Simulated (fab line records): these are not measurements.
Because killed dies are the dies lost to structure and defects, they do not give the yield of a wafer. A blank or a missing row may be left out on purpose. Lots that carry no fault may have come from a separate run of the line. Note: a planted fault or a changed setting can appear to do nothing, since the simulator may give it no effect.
fab line records | flow n5_finfet
record: lots: 7 wafers: 39
route steps=1938 shown FIN_SAQP@143 FIN_CUT@173 STI_FIN_REVEAL@190 DUMMY_GATE@248 GATE_CUT@469 BEOL_M4@1111
start_h: the number of hours between the record's first day and the start of the first shown wafer of the lot | wait_h: how many hours have passed since the lot's step before this one | " the same as in the row above | L1.1+2: a row that stands for several wafers | - either no value or no given start | * or withheld: withheld | < > ~ a bound
route shown NAME@n: names a module that has steps shown in the file, with the first one's number in the route | usual: mean and standard deviation over wafers with no fault | same: alike in all rows | chamber/n: place in a boat | sites: each site's reading | _std_site: standard deviation of those values | _edge_site: inner sites' mean taken away from outer sites' mean | radius_mm: how far each site lies from the wafer's centre | mask NAME#n: copy n | behind: the last tool/chamber to shape the wafer | hold: why the lot went on hold/how many hours it stayed there/how the hold came to an end | device: which transistor (n, p or np) failed to switch | end of line: tests run on the same wafers once the route is complete | for a step that has no rows: nothing shown but its recipe | killed: not the wafer's yield, but the dies lost to structure and defects at the first sort | map: dies across one wafer; x = killed, . = not, _ = none there
set.NAME: the setting as run; set.NAME@STEP: as run at that earlier step | model.NAME: the simulator's own value behind a step, which no gauge read
lots run with intentionally changed settings; tables by step, rows by wafer
== steps ==
step: N5_FIN_SAQP_ETCH_34
recipe: chemistry: C4F6/O2 target: SiO2 target_depth_a: 450 time_s: 15 ion_energy_ev: 250 pressure_mtorr: 30 source_w: 345 bias_w: 185 Ar_flow_sccm: 300 C4F6_flow_sccm: 10 O2_flow_sccm: 10 ends: cleared
step: N5_FIN_CUT_CUT_ETCH_26
recipe: chemistry: CH3F/O2 target: SiNx target_depth_a: 390 mask_material: SOC time_s: 55.7 pressure_mtorr: 30 source_w: 395 bias_w: 73 Ar_flow_sccm: 150 CH3F_flow_sccm: 30 O2_flow_sccm: 20 ion_energy_ev: 120
step: N5_STI_FIN_REVEAL_ETCHBACK_08
recipe: chemistry: C4F6/O2 target: SiO2 target_depth_a: 305 time_s: 10.167 ion_energy_ev: 250 pressure_mtorr: 30 source_w: 345 bias_w: 185 Ar_flow_sccm: 300 C4F6_flow_sccm: 10 O2_flow_sccm: 10
step: N5_DUMMY_GATE_ETCH_44
recipe: chemistry: HBr/O2 over_etch_frac: 0.7 target_depth_a: 1275 stop_on: SiO2 ion_energy_ev: 60 bias_w: 20 target: poly-Si mask_material: SiO2 pressure_mtorr: 20 icp_w: 400 HBr_flow_sccm: 120 O2_flow_sccm: 10
step: N5_DUMMY_GATE_ETCH_42
recipe: chemistry: CHF3/O2 target: SiO2 target_depth_a: 35 time_s: 31 ion_energy_ev: 30 bias_w: 12 pressure_mtorr: 30 source_w: 600 Ar_flow_sccm: 200 CHF3_flow_sccm: 50 O2_flow_sccm: 5
step: N5_GATE_CUT_ETCH_58
recipe: chemistry: CH3F/O2 target: SiNx target_depth_a: 170 time_s: 128.6 ion_energy_ev: 50 pressure_mtorr: 30 source_w: 415 bias_w: 21 Ar_flow_sccm: 150 CH3F_flow_sccm: 30 O2_flow_sccm: 20
step: N5_BEOL_M4_RC_MEAS_101
usual: DIBL_N: 36.3/1.8 ION_N: 677/12 ION_P: 466/7.8 SS_N: 71.5/0.61
columns lot.wafer tool chamber start_h wait_h set.source_w@FIN_SAQP_ETCH_34 set.source_w@FIN_CUT_CUT_ETCH_26 set.target_depth_a@STI_FIN_REVEAL_ETCHBACK_08 set.target_depth_a@DUMMY_GATE_ETCH_44 set.bias_w@DUMMY_GATE_ETCH_42 set.target_depth_a@GATE_CUT_ETCH_58 DIBL_N[mV/V] ION_N[uA/um] ION_P[uA/um] SS_N[mV/dec]
L078.1 prober-02 0 207.06 0.0 345 395 273.1 1275 12 163.4 42.8 646 444 75.4
L078.2 " 0 " " 396.8 333 305 1275 12 170 35.4 692 476 70.6
L078.3 " 0 " " 396.8 395 273.1 1275 12 170 40.3 657 449 73.8
L078.4 " 0 " " 396.8 333 305 1417 12 163.4 36.1 691 473 71.2
L078.5 " 0 " " 345 333 273.1 1417 12 170 38.8 660 448 72.8
L078.6 " 0 " " 345 395 305 1417 12 163.4 37.1 694 472 71.0
L082.1 prober-02 0 226.11 0.0 385.5 395 305 1206 10.98 170 36.3 665 455 71.3
L082.2 " 0 " " 385.5 395 340.8 1206 12 170 36.0 703 486 71.0
L082.3 " 0 " " 345 395 340.8 1275 12 170 35.9 708 485 70.9
L082.4 " 0 " " 345 395 305 1206 10.98 188.2 36.4 677 463 70.9
L082.5 " 0 " " 345 395 340.8 1275 10.98 188.2 33.8 700 477 70.7
L082.6 " 0 " " 385.5 395 305 1275 12 188.2 38.2 693 465 70.9
L083.1 prober-02 0 234.31 0.0 345 395 305 1275 12 170 34.3 661 460 71.6
L083.2 " 0 " " 345 395 305 1275 10.4 170 36.0 678 470 71.8
L083.3 " 0 " " 345 455.4 263 1275 10.4 149.9 39.1 631 440 75.4
L083.4 " 0 " " 345 455.4 305 1275 12 149.9 34.7 662 460 72.2
L083.5 " 0 " " 345 395 263 1275 12 149.9 38.3 623 432 75.4
L083.6 " 0 " " 345 455.4 263 1275 10.4 170 41.5 624 436 78.1
L087.1 prober-01 0 263.90 0.0 345 395 305 1275 12 161.4 37.1 672 465 72.3
L087.2 " 0 " " 345 439.6 262.9 1275 12 170 43.2 619 432 78.3
L087.3 " 0 " " 368 439.6 262.9 1437 12 170 46.8 644 444 81.0
L087.4 " 0 " " 368 439.6 305 1437 12 161.4 38.8 688 471 72.6
L087.5 " 0 " " 345 395 305 1437 12 170 39.0 679 467 72.9
L087.6 " 0 " " 368 395 262.9 1275 12 161.4 42.8 624 438 78.8
L090.1 prober-01 0 267.18 0.0 345 466.1 333.4 1275 12 170 36.2 702 488 70.3
L090.2 " 0 " " 345 395 333.4 1171 13.79 170 35.0 694 483 70.2
L090.3 " 0 " " 400.4 395 333.4 1275 13.79 154.8 36.8 715 482 70.9
L090.4 " 0 " " 400.4 395 305 1171 12 154.8 35.6 664 458 71.0
L090.5 " 0 " " 400.4 466.1 305 1275 12 170 35.1 653 451 70.8
L090.6 " 0 " " 345 466.1 305 1171 13.79 154.8 37.9 685 462 71.1
L089.1 prober-02 0 278.13 0.0 379.1 395 305 1275 12 170 35.1 657 455 71.8
L089.2 " 0 " " 345 395 289.5 1135 12 170 35.3 653 451 71.8
L089.3 " 0 " " 345 395 305 1275 13.67 170 34.8 670 459 70.6
L089.4 " 0 " " 345 395 289.5 1135 13.67 182.3 38.2 678 457 72.3
L089.5 " 0 " " 379.1 395 305 1135 13.67 182.3 36.9 687 470 71.7
L089.6 " 0 " " 379.1 395 289.5 1275 12 182.3 34.9 667 454 71.3
L097.2 prober-01 0 313.08 0.2 345 395 305 1275 12 170 36.8 678 459 71.6
L097.5 " 0 " " 345 395 305 1275 12 170 34.1 661 457 71.4
L097.6 " 0 " " 345 395 305 1275 12 170 38.3 698 477 71.7
== key ==
split: step: N5_FIN_SAQP_ETCH_34 setting: source_w stated_as: 345
response none clear
split: step: N5_FIN_CUT_CUT_ETCH_26 setting: source_w stated_as: 395
response none clear
split: step: N5_STI_FIN_REVEAL_ETCHBACK_08 setting: target_depth_a stated_as: 305
response: step: N5_BEOL_M4_RC_MEAS_101 reading: ION_P slope: +2.16 per: 1% together_with: all explained: 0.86
response: step: N5_BEOL_M4_RC_MEAS_101 reading: ION_N slope: +2.88 per: 1% together_with: all explained: 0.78
response: step: N5_BEOL_M4_RC_MEAS_101 reading: SS_N slope: -0.258 per: 1% together_with: all explained: 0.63
response: step: N5_BEOL_M4_RC_MEAS_101 reading: DIBL_N slope: -0.294 per: 1% together_with: all explained: 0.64
split: step: N5_DUMMY_GATE_ETCH_44 setting: target_depth_a stated_as: 1275
response none clear
split: step: N5_DUMMY_GATE_ETCH_42 setting: bias_w stated_as: 12
response none clear
split: step: N5_GATE_CUT_ETCH_58 setting: target_depth_a stated_as: 170
response none clear
